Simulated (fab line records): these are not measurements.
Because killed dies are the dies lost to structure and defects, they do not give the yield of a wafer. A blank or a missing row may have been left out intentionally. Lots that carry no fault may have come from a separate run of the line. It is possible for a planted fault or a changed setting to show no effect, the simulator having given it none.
Matching of chambers	flow n5 finfet	N5_FIN_SAQP_MANDREL_ETCH_58 on rie si-02: 4 sister chambers
The step etches a-Si in HBr/Cl2, stops on SiNx, target depth 45 nm, bt time 10 s, time 27 s. 4 wafers are shown with their chamber, then 10 later ones without.

WAFERS, EACH WITH ITS CHAMBER
wafer	chamber	throttle valve pct (%)
L089.1	1	35.62
L089.4	3	35.66
L092.4	2	35.31
L092.5	0	35.23

WAFERS WITH NO CHAMBER GIVEN
wafer	throttle valve pct (%)
L092.6	35.62
L093.1	35.23
L093.4	35.63
L093.6	35.29
L094.1	35.64
L094.2	35.70
L094.3	35.33
L096.1	35.70
L096.3	35.31
L096.4	35.64

EACH ONE'S CHAMBER
wafer	from the rows above	in truth
L092.6	can't be placed: 1 or 3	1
L093.1	0	0
L093.4	can't be placed: 1 or 3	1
L093.6	can't be placed: 2 or 0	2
L094.1	can't be placed: 3 or 1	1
L094.2	can't be placed: 3 or 1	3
L094.3	2	2
L096.1	can't be placed: 3 or 1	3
L096.3	2	2
L096.4	can't be placed: 3 or 1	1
3 of 10 placed correctly. These rows do not allow placing 7 (true chamber among the candidates in 7). Wrongly placed: 0.
How it was worked out, from the rows above alone: a wafer's distance from a chamber is the root of the sum, over the readings, of the square of ((its reading less the chamber's mean) divided by the reading's scatter). If the next closest chamber is less than 2 further off than the closest, the wafer can't be placed; otherwise it belongs to the closest. For every chamber, the mean is computed from those of its wafers that are shown. The scatter (one wafer shown for each chamber): square how far every hidden wafer sits from the nearest shown wafer, average those squares and take the square root.
